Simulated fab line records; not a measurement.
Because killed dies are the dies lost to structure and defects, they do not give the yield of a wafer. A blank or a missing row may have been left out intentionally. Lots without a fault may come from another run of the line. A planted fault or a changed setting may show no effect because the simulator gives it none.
Matching of chambers + flow n5Finfet + N5_MOL_CONTACT_COAG_VIA_ETCH_117 on rieDiel-01: 4 sister chambers
The step etches SiO2 in C4F6/O2, target depth 40 nm, overetch 8 nm, time 26 s. 22 wafers are shown with their chamber, then 11 later ones without.

== WAFERS PAIRED WITH THEIR CHAMBERS ==
| wafer  | chamber | showerheadPlenumPTorr (Torr) | drypumpMotorCurrentA (A) | throttleValvePct (%) |
|--------|---------|------------------------------|--------------------------|----------------------|
| L074.3 | 2       | 2.90                         | 5.3                      | 40.8                 |
| L074.4 | 0       | 2.91                         | 5.2                      | 40.9                 |
| L074.5 | 2       | 2.90                         | 5.3                      | 40.8                 |
| L076.2 | 2       | 2.90                         | 5.3                      | 40.8                 |
| L076.4 | 1       | 2.76                         | 6.0                      | 41.8                 |
| L076.5 | 1       | 2.76                         | 6.1                      | 41.8                 |
| L075.3 | 2       | 2.90                         | 5.4                      | 40.8                 |
| L075.4 | 1       | 2.76                         | 6.0                      | 41.8                 |
| L075.6 | 3       | 2.93                         | 6.6                      | 40.2                 |
| L077.4 | 1       | 2.76                         | 6.0                      | 41.8                 |
| L077.5 | 1       | 2.76                         | 6.0                      | 41.8                 |
| L077.6 | 2       | 2.90                         | 5.3                      | 40.8                 |
| L078.1 | 0       | 2.91                         | 5.2                      | 41.0                 |
| L078.2 | 3       | 2.93                         | 6.6                      | 40.2                 |
| L078.4 | 2       | 2.90                         | 5.3                      | 40.8                 |
| L079.1 | 2       | 2.89                         | 5.4                      | 40.8                 |
| L079.5 | 3       | 2.93                         | 6.6                      | 40.2                 |
| L079.6 | 2       | 2.89                         | 5.4                      | 40.8                 |
| L083.1 | 2       | 2.89                         | 5.3                      | 40.8                 |
| L083.2 | 1       | 2.75                         | 6.0                      | 41.9                 |
| L083.5 | 2       | 2.89                         | 5.3                      | 40.8                 |
| L085.2 | 3       | 2.92                         | 6.5                      | 40.3                 |

SIGNATURES (averages over the wafers above)
| reading               | chamber 0 | chamber 1 | chamber 2 | chamber 3 | scatter within a chamber |
|-----------------------|-----------|-----------|-----------|-----------|--------------------------|
| showerheadPlenumPTorr | 2.9100    | 2.7583    | 2.8960    | 2.9275    | 0.0047                   |
| drypumpMotorCurrentA  | 5.200     | 6.017     | 5.330     | 6.575     | 0.0452                   |
| throttleValvePct      | 40.950    | 41.817    | 40.800    | 40.225    | 0.034                    |
Rule: for each reading, subtract the chamber's mean from the wafer's reading, divide by that reading's scatter and square the result; add these up over the readings and take the root, which gives the wafer's distance from the chamber. If the next closest chamber is less than 2 further off than the closest, the wafer can't be placed; otherwise it belongs to the closest. The scatter: the root of (the sum of the squares of (reading less its chamber's mean) over the shown wafers, divided by (wafers less chambers)).

== WAFERS WHOSE CHAMBER IS MISSING ==
| wafer  | showerheadPlenumPTorr (Torr) | drypumpMotorCurrentA (A) | throttleValvePct (%) |
|--------|------------------------------|--------------------------|----------------------|
| L085.4 | 2.75                         | 6.0                      | 41.9                 |
| L085.5 | 2.90                         | 5.2                      | 41.0                 |
| L086.3 | 2.92                         | 6.6                      | 40.2                 |
| L086.4 | 2.75                         | 6.0                      | 41.9                 |
| L086.5 | 2.92                         | 6.6                      | 40.3                 |
| L088.1 | 2.92                         | 6.6                      | 40.3                 |
| L088.2 | 2.75                         | 6.0                      | 41.9                 |
| L088.3 | 2.90                         | 5.2                      | 41.0                 |
| L097.2 | 2.74                         | 6.0                      | 41.9                 |
| L097.3 | 2.91                         | 6.6                      | 40.3                 |
| L097.5 | 2.88                         | 5.3                      | 40.9                 |

== WHICH CHAMBER EACH WENT THROUGH ==
| wafer  | from the rows above | in truth |
|--------|---------------------|----------|
| L085.4 | 1                   | 1        |
| L085.5 | 0                   | 0        |
| L086.3 | 3                   | 3        |
| L086.4 | 1                   | 1        |
| L086.5 | 3                   | 3        |
| L088.1 | 3                   | 3        |
| L088.2 | 1                   | 1        |
| L088.3 | 0                   | 0        |
| L097.2 | 1                   | 1        |
| L097.3 | 3                   | 3        |
| L097.5 | 2                   | 2        |
11 of 11 placed correctly. Number that these rows cannot place: 0. Number placed wrongly: 0.
